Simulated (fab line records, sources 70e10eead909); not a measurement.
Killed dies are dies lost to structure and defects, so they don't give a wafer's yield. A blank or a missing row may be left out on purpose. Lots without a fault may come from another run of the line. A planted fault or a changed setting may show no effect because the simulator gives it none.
fab line records | flow nand_harc
record lots=6 wafers=18 last_day=33
route steps=1302 shown A_ONON_D1@432 END@1302
lots that met no fault: from a run of the same line without faults
start_h: hours from the record's first day to the start of the lot's first wafer shown | wait_h: hours since the lot's step before | " the same as in the row above | L1.1+2: a row that stands for several wafers | - no value, or no start given | * or withheld: withheld | < > ~ a bound
route shown NAME@n: a module of which the file shows steps, and the number in the route of the first | usual: mean/standard deviation of fault-free wafers | same: alike in all rows | chamber/n: place in a boat | sites: the reading at each site | _std_site: their standard deviation | _edge_site: outer sites' mean less inner sites' | radius_mm: how far each site lies from the wafer's centre | mask NAME#n: copy n | behind: the tool/chamber that last shaped the wafer | hold: why the lot was held/for how many hours/how that ended | device: the transistor (n, p or np) that didn't switch | end of line: the same wafers' tests at the end of the route | a step without rows: its recipe alone | killed: dies lost to structure and defects at the first sort, not the wafer's yield | map: a wafer's dies, x killed, . not, _ none there
set.NAME: the setting as run; set.NAME@STEP: as run at that earlier step | model.NAME: the simulator's own value behind a step, which no gauge read
lots at some steps of the route; a table a step, a row a wafer
services: from which hour (start_h, from the record's first day; less than 0 if before it) a tool's chamber was out of use, for how many hours, and why
## steps
# step NHARC_A_ONON_D1_DEP_12
# recipe target_thk_a=10000 n2_flow_sccm=2750 n2o_flow_sccm=2000 nh3_flow_sccm=500 sih4_flow_sccm=210 temp_c=400
# step NHARC_A_ONON_D1_THK_MEAS_14
# recipe thk_meas_gauge=ellipsometry
# usual thk_nm=1002/8.6
# columns lot.wafer tool chamber start_h wait_h thk_nm
L279.3 film_metro-02 - 247.87 - 1002
L279.4 " - " " 1000
L279.6 " - " " 1001
L281.1 film_metro-01 - 259.09 - 1009
L281.2 " - " " 1012
L281.6 " - " " 1011
L286.2 film_metro-02 - 311.44 - 1004
L286.3 " - " " 1002
L286.6 " - " " 1000
L287.2 film_metro-01 - 329.26 - 1005
L287.3 " - " " 1002
L287.6 " - " " 1003
L291.3 film_metro-01 - 364.49 - 1015
L291.4 " - " " 1013
L291.6 " - " " 1014
L292.1 film_metro-01 - 386.59 - 983
L292.5 " - " " 982
L292.6 " - " " 984
# step NHARC_A_ONON_D1_ANNEAL_15
# recipe temp_c=750 time_s=3600
# step NHARC_A_ONON_D1_DEP_16
# recipe target_thk_a=10000 n2_flow_sccm=2750 n2o_flow_sccm=2000 nh3_flow_sccm=500 sih4_flow_sccm=210 temp_c=400
# step NHARC_A_ONON_D1_THK_MEAS_18
# recipe thk_meas_gauge=ellipsometry
# usual thk_nm=1002/9.8
# columns lot.wafer tool chamber start_h wait_h thk_nm
L279.3 film_metro-02 - 255.71 - 1019
L279.4 " - " " 1017
L279.6 " - " " 1017
L281.1 film_metro-01 - 267.93 - 1007
L281.2 " - " " 1005
L281.6 " - " " 1005
L286.2 film_metro-02 - 319.20 - 994
L286.3 " - " " 994
L286.6 " - " " 992
L287.2 film_metro-02 - 336.84 - 1002
L287.3 " - " " 1001
L287.6 " - " " 1001
L291.3 film_metro-01 - 372.38 - 983
L291.4 " - " " 982
L291.6 " - " " 983
L292.1 film_metro-02 - 394.07 - 990
L292.5 " - " " 990
L292.6 " - " " 990
# step NHARC_A_ONON_D1_DEP_19
# recipe target_thk_a=10000 n2_flow_sccm=2750 n2o_flow_sccm=2000 nh3_flow_sccm=500 sih4_flow_sccm=210 temp_c=400
# step NHARC_A_ONON_D1_THK_MEAS_21
# recipe thk_meas_gauge=ellipsometry
# usual thk_nm=1003/10
# columns lot.wafer tool chamber start_h wait_h thk_nm
L279.3 film_metro-02 - 256.28 - 1006
L279.4 " - " " 1007
L279.6 " - " " 1008
L281.1 film_metro-02 - 268.49 - 1017
L281.2 " - " " 1015
L281.6 " - " " 1015
L286.2 film_metro-02 - 319.76 - 1004
L286.3 " - " " 1005
L286.6 " - " " 1003
L287.2 film_metro-02 - 337.40 - 1006
L287.3 " - " " 1004
L287.6 " - " " 1006
L291.3 film_metro-02 - 372.95 - 996
L291.4 " - " " 995
L291.6 " - " " 995
L292.1 film_metro-02 - 394.63 - 996
L292.5 " - " " 998
L292.6 " - " " 995
# step NHARC_A_ONON_D1_DEP_22
# recipe target_thk_a=10000 n2_flow_sccm=2750 n2o_flow_sccm=2000 nh3_flow_sccm=500 sih4_flow_sccm=210 temp_c=400
# step NHARC_A_ONON_D1_THK_MEAS_24
# recipe thk_meas_gauge=ellipsometry
# usual thk_nm=1001/8.6
# columns lot.wafer tool chamber start_h wait_h thk_nm
L279.3 film_metro-01 - 256.84 - 984
L279.4 " - " " 986
L279.6 " - " " 985
L281.1 film_metro-02 - 269.06 - 993
L281.2 " - " " 994
L281.6 " - " " 994
L286.2 film_metro-02 - 320.33 - 1007
L286.3 " - " " 1007
L286.6 " - " " 1008
L287.2 film_metro-02 - 337.97 - 994
L287.3 " - " " 994
L287.6 " - " " 995
L291.3 film_metro-02 - 373.52 - 1007
L291.4 " - " " 1009
L291.6 " - " " 1009
L292.1 film_metro-02 - 395.20 - 1003
L292.5 " - " " 1002
L292.6 " - " " 1001
# step NHARC_A_ONON_D1_DEP_25
# recipe target_thk_a=10000 n2_flow_sccm=2750 n2o_flow_sccm=2000 nh3_flow_sccm=500 sih4_flow_sccm=210 temp_c=400
# step NHARC_A_ONON_D1_THK_MEAS_27
# recipe thk_meas_gauge=ellipsometry
# usual thk_nm=1002/8.6
# columns lot.wafer tool chamber start_h wait_h thk_nm
L279.3 film_metro-02 - 257.41 - 995
L279.4 " - " " 995
L279.6 " - " " 994
L281.1 film_metro-02 - 269.68 - 1006
L281.2 " - " " 1008
L281.6 " - " " 1006
L286.2 film_metro-02 - 320.90 - 993
L286.3 " - " " 993
L286.6 " - " " 995
L287.2 film_metro-01 - 338.54 - 1003
L287.3 " - " " 1002
L287.6 " - " " 1002
L291.3 film_metro-01 - 374.08 - 991
L291.4 " - " " 992
L291.6 " - " " 991
L292.1 film_metro-01 - 395.77 - 1009
L292.5 " - " " 1007
L292.6 " - " " 1007
# step NHARC_A_ONON_D1_DEP_28
# recipe target_thk_a=10000 n2_flow_sccm=2750 n2o_flow_sccm=2000 nh3_flow_sccm=500 sih4_flow_sccm=210 temp_c=400
# columns lot.wafer tool chamber start_h wait_h
L279.3+4+6 pecvd_onon-04 0 257.70 0.3
L281.1+2+6 pecvd_onon-02 0 269.74 0.1
L286.2+3+6 pecvd_onon-02 0 321.02 0.1
L287.2+3+6 pecvd_onon-02 0 338.65 0.1
L291.3+4+6 pecvd_onon-03 0 374.25 0.2
L292.1+5+6 pecvd_onon-04 0 395.82 0.1
# step NHARC_A_ONON_D1_THK_MEAS_30
# recipe thk_meas_gauge=ellipsometry
# usual thk_nm=998/9
# columns lot.wafer tool chamber start_h wait_h thk_nm
L279.3 film_metro-02 - 258.10 - 978
L279.4 " - " " 978
L279.6 " - " " 979
L281.1 film_metro-01 - 270.25 - 993
L281.2 " - " " 995
L281.6 " - " " 993
L286.2 film_metro-01 - 321.47 - 834
L286.3 " - " " 831
L286.6 " - " " 833
L287.2 film_metro-01 - 339.10 - 853
L287.3 " - " " 853
L287.6 " - " " 854
L291.3 film_metro-01 - 374.64 - 987
L291.4 " - " " 985
L291.6 " - " " 985
L292.1 film_metro-02 - 396.34 - 994
L292.5 " - " " 995
L292.6 " - " " 994
# step NHARC_A_ONON_D1_DEP_33
# recipe target_thk_a=2000 temp_c=400 pressure_torr=6.5 rf_w=900 teos_flow_sccm=161.4 flow_sccm=2650 target_thk_nm=200 gas=O2 material=SiO2
# usual heater_power_outer_w=319/71 heater_power_w=574/99 rf_fwd_power_W=898.1/2.8 throttle_valve_pct=16.1/0.66
# columns lot.wafer tool chamber start_h wait_h heater_power_outer_w heater_power_w rf_fwd_power_W since_wet_clean_h throttle_valve_pct
L279.3 pecvd-01 0 258.16 0.1 314 518 894.7 115 16.0
L279.4 " 0 " " 314 534 903.6 - 16.0
L279.6 " 2 " " 478 836 898.4 - 16.5
L281.2 pecvd-02 0 270.30 0.1 331 581 900.8 30 15.9
L281.1 " 1 " " 315 560 897.7 30 15.8
L281.6 " 0 " " 334 594 896.5 - 16.2
L286.3 pecvd-03 0 321.78 0.3 287 521 896.2 124 16.1
L286.2 " 2 " " 337 608 900.8 124 15.8
L286.6 " 1 " " 142 360 897.2 - 14.6
L287.3 pecvd-02 2 339.16 0.1 337 562 891.2 99 17.2
L287.2 " 0 " " 318 557 901.6 99 16.4
L287.6 " 1 " " 373 629 898.7 - 15.7
L291.3 pecvd-02 0 374.70 0.1 317 573 896.7 135 16.6
L291.4 " 0 " " 331 583 897.1 - 16.4
L291.6 " 1 " " 288 515 896.3 - 16.3
L292.1 pecvd-03 2 396.39 0.1 361 622 898.5 15 16.3
L292.5 " 0 " " 227 464 891.5 - 16.0
L292.6 " 1 " " 224 438 897.1 - 14.5
# step NHARC_END_SORT_01
# recipe temp_c=25
# usual killed_at_array=52/16 killed_at_other=0.8/0.98 killed_at_periphery=4.2/2.9 killed_dies=57/16 killed_open=3.3/1.9 killed_short=2.5/1.5
# same gross_dies=677
# columns lot.wafer tool chamber start_h wait_h killed_at_array killed_at_other killed_at_periphery killed_dies killed_open killed_short
L279.3 prober-01 0 641.67 3.1 48 2 3 53 1 2
L279.4 prober-01 0 642.47 3.4 59 0 10 69 4 2
L279.6 prober-01 0 644.06 4.0 55 0 12 67 6 4
L286.2 prober-02 0 695.10 2.8 674 0 3 677 4 1
L286.3 prober-02 0 695.89 3.1 674 1 2 677 2 2
L286.6 prober-02 0 698.28 4.0 675 1 1 677 2 1
L287.2 prober-02 0 727.20 2.8 662 1 14 677 4 2
L287.3 prober-02 0 728.00 3.1 667 2 8 677 2 4
L287.6 prober-02 0 730.41 4.0 673 0 4 677 2 3
# killed by level:class
L279.3 A_SLIT:chamber_film_flake=24 A_CHANNEL_HOLE_D2:chamber_film_flake=13 A_CHANNEL_HOLE_D1:chamber_film_flake=4 P_CONTACT:chamber_film_flake=2 A_STAIRCASE:chamber_film_flake=2 A_WL_FILL:chamber_film_flake=2 P_M1:geometric_particle:open=1 A_CHANNEL_FILL_D2:geometric_particle:short=1
L279.4 A_SLIT:chamber_film_flake=30 A_CHANNEL_HOLE_D2:chamber_film_flake=14 P_CONTACT:chamber_film_flake=5 A_STAIRCASE:chamber_film_flake=4 A_WL_FILL:chamber_film_flake=4 A_CHANNEL_FILL_D1:chamber_film_flake=2 P_M0:geometric_particle:open=1 P_M1:geometric_particle:open=1
L279.6 A_SLIT:chamber_film_flake=28 A_CHANNEL_HOLE_D2:chamber_film_flake=9 P_CONTACT:chamber_film_flake=5 P_ZERO_WELL:chamber_film_flake=3 A_WL_FILL:chamber_film_flake=3 A_CONTACT:chamber_film_flake=3 A_CHANNEL_FILL_D2:geometric_particle:open=2 P_BONDPAD:chamber_film_flake=2
L286.2 A_ONON_D1:area_dep=637 A_SLIT:chamber_film_flake=21 A_CHANNEL_HOLE_D1:chamber_film_flake=4 A_STAIRCASE:chamber_film_flake=3 A_CONTACT:chamber_film_flake=2 A_CHANNEL_FILL_D1:geometric_particle:open=1 A_DECK1_JOINT:geometric_particle:open=1 A_ONON_D2:geometric_particle:short=1
L286.3 A_ONON_D1:area_dep=634 A_SLIT:chamber_film_flake=22 A_CHANNEL_HOLE_D1:chamber_film_flake=5 A_STAIRCASE:chamber_film_flake=4 A_CONTACT:chamber_film_flake=4 A_CHANNEL_FILL_D2:geometric_particle:short=2 A_M0:geometric_particle:open=2 P_GATE:chamber_film_flake=1
L286.6 A_ONON_D1:area_dep=626 A_SLIT:chamber_film_flake=20 A_CHANNEL_HOLE_D1:chamber_film_flake=11 A_CONTACT:chamber_film_flake=9 A_ZERO_WELL:chamber_film_flake=3 A_STAIRCASE:chamber_film_flake=2 A_ONON_D2:geometric_particle:open=1 A_CHANNEL_FILL_D2:geometric_particle:open=1
L287.2 A_ONON_D1:area_dep=607 A_SLIT:chamber_film_flake=25 A_CHANNEL_HOLE_D1:chamber_film_flake=19 P_GATE:chamber_film_flake=4 P_M2:chamber_film_flake=4 P_BONDPAD:chamber_film_flake=3 A_CONTACT:chamber_film_flake=2 A_CHANNEL_FILL_D2:chamber_film_flake=2
L287.3 A_ONON_D1:area_dep=594 A_SLIT:chamber_film_flake=30 A_CHANNEL_HOLE_D1:chamber_film_flake=30 A_CONTACT:chamber_film_flake=4 P_M2:chamber_film_flake=3 A_M0:geometric_particle:short=2 P_STI:chamber_film_flake=2 A_CHANNEL_FILL_D2:chamber_film_flake=2
L287.6 A_ONON_D1:area_dep=616 A_SLIT:chamber_film_flake=22 A_CHANNEL_HOLE_D1:chamber_film_flake=21 A_CONTACT:chamber_film_flake=4 A_ZERO_WELL:chamber_film_flake=3 P_M2:chamber_film_flake=2 A_ONON_D1:geometric_particle:short=1 A_DECK1_JOINT:geometric_particle:short=1
# map L286.2 (x killed, . not)
____________x____________
_________xxxxxxx_________
_______xxxxxxxxxxx_______
______xxxxxxxxxxxxx______
_____xxxxxxxxxxxxxxx_____
____xxxxxxxxxxxxxxxxx____
____xxxxxxxxxxxxxxxxx____
___xxxxxxxxxxxxxxxxxxx___
___xxxxxxxxxxxxxxxxxxx___
__xxxxxxxxxxxxxxxxxxxxx__
__xxxxxxxxxxxxxxxxxxxxx__
_xxxxxxxxxxxxxxxxxxxxxxx_
_xxxxxxxxxxxxxxxxxxxxxxx_
_xxxxxxxxxxxxxxxxxxxxxxx_
_xxxxxxxxxxxxxxxxxxxxxxx_
_xxxxxxxxxxxxxxxxxxxxxxx_
xxxxxxxxxxxxxxxxxxxxxxxxx
xxxxxxxxxxxxxxxxxxxxxxxxx
xxxxxxxxxxxxxxxxxxxxxxxxx
xxxxxxxxxxxxxxxxxxxxxxxxx
xxxxxxxxxxxxxxxxxxxxxxxxx
_xxxxxxxxxxxxxxxxxxxxxxx_
_xxxxxxxxxxxxxxxxxxxxxxx_
_xxxxxxxxxxxxxxxxxxxxxxx_
_xxxxxxxxxxxxxxxxxxxxxxx_
_xxxxxxxxxxxxxxxxxxxxxxx_
__xxxxxxxxxxxxxxxxxxxxx__
__xxxxxxxxxxxxxxxxxxxxx__
___xxxxxxxxxxxxxxxxxxx___
___xxxxxxxxxxxxxxxxxxx___
____xxxxxxxxxxxxxxxxx____
____xxxxxxxxxxxxxxxxx____
_____xxxxxxxxxxxxxxx_____
______xxxxxxxxxxxxx______
_______xxxxxxxxxxx_______
_________xxxxxxx_________
____________x____________
# map L287.2 (x killed, . not)
____________x____________
_________xxxxxxx_________
_______xxxxxxxxxxx_______
______xxxxxxxxxxxxx______
_____xxxxxxxxxxxxxxx_____
____xxxxxxxxxxxxxxxxx____
____xxxxxxxxxxxxxxxxx____
___xxxxxxxxxxxxxxxxxxx___
___xxxxxxxxxxxxxxxxxxx___
__xxxxxxxxxxxxxxxxxxxxx__
__xxxxxxxxxxxxxxxxxxxxx__
_xxxxxxxxxxxxxxxxxxxxxxx_
_xxxxxxxxxxxxxxxxxxxxxxx_
_xxxxxxxxxxxxxxxxxxxxxxx_
_xxxxxxxxxxxxxxxxxxxxxxx_
_xxxxxxxxxxxxxxxxxxxxxxx_
xxxxxxxxxxxxxxxxxxxxxxxxx
xxxxxxxxxxxxxxxxxxxxxxxxx
xxxxxxxxxxxxxxxxxxxxxxxxx
xxxxxxxxxxxxxxxxxxxxxxxxx
xxxxxxxxxxxxxxxxxxxxxxxxx
_xxxxxxxxxxxxxxxxxxxxxxx_
_xxxxxxxxxxxxxxxxxxxxxxx_
_xxxxxxxxxxxxxxxxxxxxxxx_
_xxxxxxxxxxxxxxxxxxxxxxx_
_xxxxxxxxxxxxxxxxxxxxxxx_
__xxxxxxxxxxxxxxxxxxxxx__
__xxxxxxxxxxxxxxxxxxxxx__
___xxxxxxxxxxxxxxxxxxx___
___xxxxxxxxxxxxxxxxxxx___
____xxxxxxxxxxxxxxxxx____
____xxxxxxxxxxxxxxxxx____
_____xxxxxxxxxxxxxxx_____
______xxxxxxxxxxxxx______
_______xxxxxxxxxxx_______
_________xxxxxxx_________
____________x____________
## services
# columns tool chamber start_h hours kind
pecvd-02 0 240.03 - clean
pecvd-02 1 240.03 - clean
pecvd-02 2 240.03 - clean
pecvd-02 0 252.26 7.8 repair
pecvd-01 - 259.94 0.6 repair
pecvd-03 - 261.61 1.1 repair
pecvd-01 - 278.93 0.3 repair
pecvd_onon-02 - 289.69 2.5 repair
pecvd-02 2 307.23 16.9 repair
pecvd_onon-04 - 311.32 13.0 pm
pecvd-01 - 311.34 13.0 pm
pecvd-01 0 311.34 13.0 vent_cycle
pecvd-01 1 311.34 13.0 vent_cycle
pecvd-03 - 351.50 1.8 repair
pecvd-02 - 352.64 0.5 repair
pecvd-03 - 365.09 3.3 repair
pecvd_onon-02 - 366.00 13.0 pm
pecvd-03 - 368.41 13.0 pm
pecvd-03 0 368.41 13.0 vent_cycle
pecvd-03 1 368.41 13.0 vent_cycle
pecvd-03 2 368.41 13.0 vent_cycle
pecvd-03 0 381.41 - clean
pecvd-03 1 381.41 - clean
pecvd-03 2 381.41 - clean
## key
first_sign step=NHARC_A_ONON_D1_THK_MEAS_30 reading=thk_nm direction=down sigmas=17 usual=998 struck=843
effect step=NHARC_END_SORT_01 reading=killed_at_array direction=up sigmas=39 usual=52 struck=671
more_kills_born_at NHARC_A_ONON_D1_DEP_28@pecvd_onon-02=3714
met_at NHARC_A_ONON_D1_DEP_28
struck_wafers L286.2,L286.3,L286.6,L287.2,L287.3,L287.6
later_rows_left_out L286.2,L286.3,L286.6,L287.2,L287.3,L287.6
tester_left_out L286,L287
onset_between 269.74 321.02
fault kind=process_parameter_drift tool=pecvd_onon-02 chamber=- onset_h=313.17 steps=NHARC_A_ONON_D1_DEP_28 channel=target_thk_a offset=* shape=step end_h=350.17 acts_in=* stated=*
# tester_left_out: of these lots the tester's yield and bins aren't shown, on N5 and GAA mostly nor the transistor test; their killed dies are dies lost to structure and defects alone, not to doping, threshold or leakage, so they don't give the yield
# later_rows_left_out: the simulator's readings of these wafers behind a module that went badly wrong aren't trusted and aren't shown, but for the sort
